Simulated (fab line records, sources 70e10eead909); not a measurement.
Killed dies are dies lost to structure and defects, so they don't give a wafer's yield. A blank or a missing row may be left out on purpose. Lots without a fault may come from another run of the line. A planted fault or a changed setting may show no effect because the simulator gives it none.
fab line records | flow nand_harc | part 2 of 2: steps 5 to 6 of 6
record lots=22 wafers=66 last_day=34
route steps=1302 shown A_CHANNEL_HOLE_D2@589 A_CHANNEL_FILL_D2@619 A_STAIRCASE@650
lots that met no fault: from a run of the same line without faults
start_h: hours from the record's first day to the start of the lot's first wafer shown | wait_h: hours since the lot's step before | " the same as in the row above | L1.1+2: a row that stands for several wafers | - no value, or no start given | * or withheld: withheld | < > ~ a bound
route shown NAME@n: a module of which the file shows steps, and the number in the route of the first | usual: mean/standard deviation of fault-free wafers | same: alike in all rows | chamber/n: place in a boat | sites: the reading at each site | _std_site: their standard deviation | _edge_site: outer sites' mean less inner sites' | radius_mm: how far each site lies from the wafer's centre | mask NAME#n: copy n | behind: the tool/chamber that last shaped the wafer | hold: why the lot was held/for how many hours/how that ended | device: the transistor (n, p or np) that didn't switch | end of line: the same wafers' tests at the end of the route | a step without rows: its recipe alone | killed: dies lost to structure and defects at the first sort, not the wafer's yield | map: a wafer's dies, x killed, . not, _ none there
set.NAME: the setting as run; set.NAME@STEP: as run at that earlier step | model.NAME: the simulator's own value behind a step, which no gauge read
steps of the route over a sample of lots; a table a step, a row a wafer
services: from which hour (start_h, from the record's first day; less than 0 if before it) a tool's chamber was out of use, for how many hours, and why
## steps
# step NHARC_A_STAIRCASE_DESCUM_168
# recipe time_s=3 o2_flow_sccm=200 ar_flow_sccm=0 bias_power_w=0 chemistry=O2
# usual drypump_motor_current_A=6.0/0.4 oes_product_au=0.997/0.0098 rf_vpp_V=57.6/0.88 showerhead_plenum_p_Torr=1.87/0.072 throttle_valve_pct=11.311/0.009
# columns lot.wafer tool chamber start_h wait_h drypump_motor_current_A oes_product_au rf_hours_counter_h rf_vpp_V showerhead_plenum_p_Torr throttle_valve_pct
L074.4 rie_diel-02 0 345.98 - 5.6 0.999 45 56.5 1.96 11.316
L074.2 " 2 " " 6.0 1.018 40 55.8 1.81 11.302
L074.5 " 0 " " 5.6 1.001 - 58.5 1.96 11.312
L075.4 rie_diel-05 2 354.76 - 5.9 1.008 32 58.0 1.86 11.307
L075.2 " 3 " " 5.2 0.993 26 58.8 1.93 11.322
L075.5 " 1 " " 6.2 0.999 - 60.0 2.00 11.302
L078.3 rie_diel-02 1 377.80 - 6.0 0.994 54 56.3 1.85 11.315
L078.1 " 2 " " 6.0 0.990 52 56.3 1.80 11.313
L078.5 " 1 " " 5.9 0.996 - 58.2 1.85 11.301
L077.4 rie_diel-03 3 381.57 - 6.3 0.990 29 58.0 1.92 11.325
L077.1 " 0 " " 5.7 0.992 27 57.4 1.94 11.319
L077.6 " 2 " " 6.6 0.984 - 57.7 1.79 11.303
L076.2 rie_diel-05 3 381.85 - 5.2 0.994 31 58.3 1.93 11.302
L076.1 " 2 " " 5.8 0.984 37 57.7 1.86 11.299
L076.6 " 0 " " 6.7 1.002 - 57.3 1.78 11.317
L080.2 rie_diel-03 3 408.69 - 6.3 0.981 43 56.8 1.91 11.294
L080.4 " 0 " " 5.7 0.989 - 57.3 1.94 11.319
L080.5 " 3 " " 6.3 0.994 - 57.7 1.91 11.308
L082.3 rie_diel-02 2 421.26 - 6.0 0.993 7 57.3 1.80 11.319
L082.1 " 0 " " 5.7 1.011 7 58.1 1.95 11.302
L082.4 " 2 " " 6.0 0.999 - 56.0 1.80 11.318
L081.2 rie_diel-03 2 421.42 - 6.6 1.003 46 57.3 1.78 11.301
L081.4 " 0 " " 5.7 0.987 42 60.5 1.94 11.322
L081.5 " 1 " " 5.6 0.993 - 58.7 1.98 11.311
L085.1 rie_diel-05 2 453.34 - 5.8 1.003 8 56.1 1.86 11.314
L085.2 " 3 " " 5.2 0.995 10 56.7 1.92 11.294
L085.6 " 1 " " 6.2 0.978 - 57.7 1.99 11.304
L083.3 rie_diel-05 1 453.49 - 6.2 0.992 8 57.8 1.99 11.305
L083.4 " 2 " " 5.8 0.996 8 57.6 1.86 11.323
L083.2 " 0 " " 6.7 0.993 10 56.2 1.77 11.311
L084.4 rie_diel-02 3 457.70 - 6.2 0.996 11 57.7 1.90 11.314
L084.3 " 0 " " 5.6 0.996 19 57.5 1.95 11.306
L084.5 " 1 " " 6.0 0.978 - 56.8 1.84 11.307
L086.3 rie_diel-02 1 464.79 - 6.0 0.986 23 57.2 1.84 11.299
L086.6 " 3 " " 6.1 1.001 - 58.1 1.89 11.320
L086.5 " 0 " " 5.6 1.003 - 57.7 1.95 11.299
L087.2 rie_diel-02 0 482.52 - 5.6 1.001 29 58.1 1.95 11.327
L087.4 " 1 " " 6.0 0.995 27 57.5 1.84 11.327
L087.6 " 2 " " 6.0 0.994 - 58.0 1.79 11.304
L088.2 rie_diel-02 1 488.95 - 6.0 0.987 30 58.2 1.83 11.314
L088.3 " 2 " " 6.0 1.001 30 56.8 1.79 11.312
L088.4 " 3 " " 6.1 1.002 25 57.5 1.89 11.306
L089.3 rie_diel-02 3 494.51 - 6.1 1.015 27 58.1 1.89 11.317
L089.4 " 1 " " 6.0 0.995 32 56.8 1.83 11.314
L089.6 " 0 " " 5.5 1.009 - 59.0 1.94 11.319
L090.4 rie_diel-03 0 513.89 - 5.7 0.994 14 57.4 1.93 11.307
L090.5 " 2 " " 6.6 1.007 - 56.1 1.77 11.314
L090.6 " 3 " " 6.3 0.991 - 56.9 1.90 11.309
L091.3 rie_diel-05 0 521.16 - 6.7 0.982 32 56.3 1.77 11.316
L091.1 " 2 " " 5.8 0.997 34 57.3 1.85 11.315
L091.5 " 3 " " 5.2 0.993 - 57.8 1.92 11.308
L092.1 rie_diel-05 3 521.38 - 5.2 1.002 34 57.7 1.92 11.312
L092.4 " 1 " " 6.2 0.976 32 56.9 1.98 11.325
L092.5 " 0 " " 6.8 0.977 - 57.1 1.77 11.302
L093.2 rie_diel-02 0 549.19 - 5.6 1.005 52 58.1 1.94 11.311
L093.4 " 2 " " 6.0 1.013 51 56.5 1.78 11.314
L093.5 " 1 " " 6.0 0.987 - 57.5 1.83 11.307
L094.2 rie_diel-05 0 558.85 - 6.7 0.988 43 58.3 1.76 11.310
L094.4 " 2 " " 5.8 1.002 51 57.0 1.84 11.311
L094.5 " 1 " " 6.2 0.991 - 58.5 1.97 11.328
L096.2 rie_diel-03 2 571.83 - 6.6 0.994 34 57.0 1.77 11.329
L096.4 " 1 " " 5.6 0.993 31 58.1 1.96 11.313
L096.5 " 3 " " 6.3 0.992 - 57.4 1.90 11.310
L097.1 rie_diel-02 0 587.13 - 5.6 1.017 2 57.8 1.94 11.299
L097.2 " 1 " " 6.0 0.984 2 57.6 1.83 11.303
L097.5 " 1 " " 6.0 0.984 - 57.2 1.83 11.311
# step NHARC_A_STAIRCASE_STRIP_171
# recipe power_w=1500 temp_c=250 chemistry=O2
# usual drypump_motor_current_A=5.1/0.46 heater_power_w=318/29
# columns lot.wafer tool chamber start_h wait_h drypump_motor_current_A heater_power_w rf_hours_counter_h
L074.2 plasma_asher-02 1 346.77 - 4.7 359 17
L074.4 " 0 " " 4.9 304 -
L074.5 " 1 " " 4.7 349 -
L075.2 plasma_asher-02 1 355.08 - 4.7 359 20
L075.4 " 1 " " 4.7 343 -
L075.5 " 0 " " 4.9 297 -
L078.1 plasma_asher-01 1 378.15 - 5.9 346 6
L078.3 " 1 " " 5.9 352 -
L078.5 " 1 " " 5.9 338 -
L077.1 plasma_asher-01 0 381.87 - 5.8 269 7
L077.4 " 0 " " 5.7 280 -
L077.6 " 1 " " 5.9 351 -
L076.2 plasma_asher-02 1 382.17 - 4.7 351 25
L076.1 " 0 " " 4.9 295 25
L076.6 " 0 " " 4.9 308 -
L080.2 plasma_asher-02 1 409.19 - 4.7 349 31
L080.4 " 0 " " 4.9 287 -
L080.5 " 1 " " 4.7 343 -
L082.1 plasma_asher-01 0 421.61 - 5.7 280 15
L082.3 " 0 " " 5.7 272 -
L082.4 " 1 " " 5.9 346 -
L081.2 plasma_asher-02 1 421.81 - 4.7 346 33
L081.4 " 0 " " 4.9 297 -
L081.5 " 0 " " 4.9 294 -
L085.2 plasma_asher-02 1 453.66 - 4.7 345 6
L085.1 " 0 " " 4.9 298 6
L085.6 " 0 " " 4.9 293 -
L083.2 plasma_asher-02 1 453.99 - 4.7 351 6
L083.4 " 0 " " 4.9 302 -
L083.3 " 1 " " 4.7 345 -
L084.3 plasma_asher-02 0 458.31 - 4.9 296 -
L084.4 " 1 " " 4.7 338 -
L084.5 " 1 " " 4.7 347 -
L086.3 plasma_asher-01 0 465.79 - 5.7 271 -
L086.6 " 0 " " 5.7 275 -
L086.5 " 1 " " 5.8 344 -
L087.2 plasma_asher-02 1 482.86 - 4.7 350 14
L087.4 " 0 " " 4.9 301 -
L087.6 " 0 " " 4.9 301 -
L088.2 plasma_asher-02 0 489.63 - 4.9 302 16
L088.3 " 0 " " 4.9 294 -
L088.4 " 1 " " 4.7 344 -
L089.4 plasma_asher-02 0 494.93 - 4.9 308 -
L089.3 " 1 " " 4.7 338 -
L089.6 " 1 " " 4.7 354 -
L090.4 plasma_asher-01 0 514.40 - 5.7 276 -
L090.5 " 1 " " 5.9 341 -
L090.6 " 0 " " 5.8 280 -
L091.1 plasma_asher-02 1 521.61 - 4.7 353 21
L091.3 " 1 " " 4.7 338 -
L091.5 " 1 " " 4.7 347 -
L092.1 plasma_asher-02 1 522.12 - 4.7 343 22
L092.4 " 0 " " 4.9 301 -
L092.5 " 1 " " 4.7 350 -
L093.2 plasma_asher-02 1 549.58 - 4.7 345 28
L093.4 " 1 " " 4.8 354 -
L093.5 " 1 " " 4.7 345 -
L094.2 plasma_asher-02 1 559.22 - 4.7 345 31
L094.4 " 1 " " 4.7 335 -
L094.5 " 0 " " 4.9 296 -
L096.2 plasma_asher-01 0 572.20 - 5.8 265 8
L096.4 " 0 " " 5.8 260 -
L096.5 " 0 " " 5.8 258 -
L097.1 plasma_asher-02 1 587.44 - 4.7 350 37
L097.2 " 0 " " 4.9 288 37
L097.5 " 1 " " 4.7 340 -
## services
# columns tool chamber start_h hours kind
rie_diel-06 1 270.61 8.8 repair
rie_diel-11 1 301.62 5.6 repair
rie_si-05 - 305.00 9.0 pm
rie_diel-01 1 327.54 3.7 repair
rie_si-05 0 357.64 20.9 repair
rie_diel-11 - 368.54 2.1 repair
rie_si-01 - 370.00 9.0 pm
rie_diel-11 - 378.12 2.4 repair
har_etch-02 - 378.80 17.0 pm
rie_diel-02 - 394.44 9.0 pm
rie_diel-02 3 413.34 12.9 repair
rie_diel-11 2 424.65 14.1 repair
plasma_asher-02 - 426.06 9.0 pm
rie_diel-11 0 426.83 4.5 repair
rie_diel-11 3 428.32 1.6 repair
rie_diel-11 - 432.56 9.0 pm
rie_diel-11 1 455.39 2.2 repair
rie_diel-11 3 469.45 2.4 repair
har_etch-01 - 480.02 10.0 repair
rie_si-05 - 482.00 9.0 pm
rie_si-01 - 547.00 9.0 pm
rie_si-05 - 551.82 0.3 repair
rie_diel-02 - 572.22 9.0 pm
rie_diel-11 3 577.27 13.9 repair
